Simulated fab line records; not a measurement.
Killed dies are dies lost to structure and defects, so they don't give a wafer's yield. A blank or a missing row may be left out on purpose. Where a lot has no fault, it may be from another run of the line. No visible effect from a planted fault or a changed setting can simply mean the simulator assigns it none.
A lot that was struck, set against a sound lot ; flow n5Finfet ; 15 steps out of a route of 1938
Sound: these wafers, L646.3, L646.5. Wafers struck: L661.1, L661.2, L661.3. Last of all comes the cause.
Order at every step that has rows: each side's tool, ch and its chambers, its first start. Under that, the readings that differ: sound wafers ; struck wafers ; difference of the means ; sigmas: that difference in standard deviations of wafers without a fault.
alike: a reading whose means differ by less than 2 such deviations, as well as words and numbers matching on both sides. not compared: withheld readings; readings where some wafer has no value; bounds like >300 that might hide an equal value; numbers whose values overlap and for which the record gives no deviation.
Wherever a step has rows on one side only, a row that says differs or no value, or a row with sigmas, the two part there. Numbers that have no deviation but don't overlap get no sigmas and don't part them. Lack of a reading on every wafer of one side parts them only where that side has two or more wafers.

first, 1 step without rows for these wafers: N5_BEOL_M0_SAQP_SRD_93 (time 30 s).
N5_BEOL_M0_SAQP_RECESS_114: chemistry HF/NH3, target SiO2, target depth 14.4 nm, afs cycles 3, sublimation time 60 s.
  sound on vaporEtch-02 ch 0,1, day 7 06:29; struck on vaporEtch-02 ch 0,1, day 10 23:32
  alike: drypumpMotorCurrentA
N5_BEOL_M0_SAQP_SPACER1_ALD_98: deposits SiO2, target thk 12.8 nm, pulse time 1 s, purge time 2 s.
  sound on aldSin-02 ch 0,1, day 7 06:45; struck on aldSin-01 ch 1,2,3, day 10 23:55
  alike: heaterPowerW, precursorPulseHeightRel
then, 2 steps without rows for these wafers: N5_BEOL_M0_SAQP_SPACER1_ETCHBACK_99 (etches SiO2 in CHF3/O2, target depth 15.4 nm, time 7.7 s); N5_BEOL_M0_SAQP_MANDREL1_REMOVE_100 (chemistry HBr/Cl2/O2, target a-Si, stops on SiNx, bt time 10 s).
N5_BEOL_M0_SAQP_CD_MEAS_25: the cd target is 13.1 nm.
  sound on cdSem-01 ch 0, day 7 07:25; struck on cdSem-02 ch 0, day 11 00:36
  alike: cdNm
N5_BEOL_M0_SAQP_ETCH_101: etches SiNx in CH3F/O2, target depth 29.9 nm, time 42.7 s.
  sound on rieDiel-03 ch 0,2, day 7 07:28; struck on rieDiel-02 ch 0,1,2, day 11 00:38
  alike: biasW, drypumpMotorCurrentA, oesProductAu, rfVppV, showerheadPlenumPTorr, throttleValvePct
  not compared: rfHoursCounterH
then, 1 step without rows for these wafers: N5_BEOL_M0_SAQP_ETCH_102 (etches SiO2 in CF4, target depth 4 nm, time 4.4 s).
N5_BEOL_M0_SAQP_MANDREL_ETCH_103: etches a-Si in HBr/Cl2, stops on SiCN, target depth 45 nm, bt time 10 s, time 27 s.
  sound on rieSi-02 ch 1,3, day 7 07:36; struck on rieSi-06 ch 1,2,3, day 11 00:46
  alike: biasW, drypumpMotorCurrentA, oesProductAu, throttleValvePct
  not compared: rfHoursCounterH
N5_BEOL_M0_SAQP_RECESS_104: chemistry HF/NH3, target SiO2, target depth 18 nm, afs cycles 3, sublimation time 60 s.
  sound on vaporEtch-02 ch 0,1, day 7 07:48; struck on vaporEtch-01 ch 0,1, day 11 00:51
  alike: drypumpMotorCurrentA
then, 2 steps without rows for these wafers: N5_BEOL_M0_SAQP_COAT_105 (time 60 s, resist thk 100 nm); N5_BEOL_M0_SAQP_ETCH_106 (etches SOC in N2/H2, stops on SiNx, target depth 150 nm).
N5_BEOL_M0_SAQP_ETCH_107: etches SiNx in CH3F/O2, target depth 30 nm.
  sound on rieDiel-06 ch 2,3, day 7 08:23; struck on rieDiel-02 ch 0,1,3, day 11 01:22
reading;sound;struck;difference;sigmas
biasW (W);72.74 72.61;87.70 87.89 88.02;+15.20;+69
rfVppV (V);295 290;345 351 331;+50;+9
  alike: drypumpMotorCurrentA, oesProductAu, showerheadPlenumPTorr, throttleValvePct
  not compared: rfHoursCounterH, model.BEOL_M0_SAQP.featureDepthNm
then, 1 step without rows for these wafers: N5_BEOL_M0_SAQP_STRIP_108 (strips in N2/H2).
-- record jumps: 2 days separate the struck wafers' starts on either side; left off in module BEOL_M0_SAQP, taken up again in module BEOL_M4, whose first shown step is the route's number 1111 --
N5_BEOL_M4_RC_MEAS_101:
  sound on prober-02 ch 0, day 9 09:12; struck on prober-02 ch 0, day 13 07:19
  alike: DIBL_N, DIBL_P, IOFF_N, IOFF_P, ION_N, ION_P, SS_N, SS_P, VT_N, VT_P

## WHERE THEY PART
At N5_BEOL_M0_SAQP_ETCH_107 and nowhere else, as far as this record goes. Later steps at which nothing parts them and some readings are alike: N5_BEOL_M4_RC_MEAS_101.

WHY: whatever the simulator had introduced
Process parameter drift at N5_BEOL_M0_SAQP_ETCH_107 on rieDiel-02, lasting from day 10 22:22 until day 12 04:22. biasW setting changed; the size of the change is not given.
